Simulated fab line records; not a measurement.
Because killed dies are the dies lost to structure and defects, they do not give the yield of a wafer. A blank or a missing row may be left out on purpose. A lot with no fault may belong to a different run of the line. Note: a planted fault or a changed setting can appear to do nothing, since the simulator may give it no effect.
Chamber matching | flow nandHarc | NHARC_P_CONTACT_DESCUM_17 on rieDiel-07: 4 sister chambers
The step chemistry O2, time 3 s. 8 wafers are shown with their chamber, then 12 later ones without.

WAFERS WITH THEIR CHAMBER
wafer  | chamber | drypumpMotorCurrentA (A) | rfVppV (V)
L076.5 | 1       | 5.48                     | 56.4
L082.2 | 2       | 5.25                     | 59.8
L084.3 | 2       | 5.24                     | 58.2
L079.3 | 1       | 5.50                     | 56.3
L088.5 | 3       | 5.70                     | 57.3
L093.1 | 0       | 5.53                     | 57.5
L093.2 | 3       | 5.68                     | 57.7
L093.5 | 0       | 5.53                     | 55.5

WAFERS WITH NO CHAMBER GIVEN
wafer  | drypumpMotorCurrentA (A) | rfVppV (V)
L094.1 | 5.74                     | 58.8
L094.2 | 5.51                     | 57.7
L094.3 | 5.49                     | 57.3
L094.4 | 5.23                     | 58.2
L094.5 | 5.54                     | 57.6
L094.6 | 5.50                     | 55.4
L096.3 | 5.50                     | 56.3
L096.5 | 5.70                     | 58.7
L096.6 | 5.25                     | 57.8
L097.2 | 5.50                     | 57.5
L097.3 | 5.24                     | 58.0
L097.6 | 5.53                     | 57.8

CHAMBER TAKEN BY EACH
wafer  | from the rows above     | in truth
L094.1 | 3                       | 3
L094.2 | can't be placed: 0 or 1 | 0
L094.3 | 1                       | 1
L094.4 | 2                       | 2
L094.5 | 0                       | 0
L094.6 | can't be placed: 1 or 0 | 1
L096.3 | can't be placed: 1 or 0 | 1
L096.5 | 3                       | 3
L096.6 | 2                       | 2
L097.2 | can't be placed: 1 or 0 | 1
L097.3 | 2                       | 2
L097.6 | 0                       | 0
8 of 12 placed correctly. These rows do not allow placing 4 (true chamber among the candidates in 4). Wrongly placed: 0.
How it was worked out, from the rows above alone: a wafer's distance from a chamber is the root of the sum, over the readings, of the square of ((its reading less the chamber's mean) divided by the reading's scatter). The wafer belongs to the nearest chamber; if the next one is less than 2 further off, it can't be placed. A chamber's mean is the mean of its shown wafers. The scatter: the root of (the sum of the squares of (reading less its chamber's mean) over the shown wafers, divided by (wafers less chambers)).
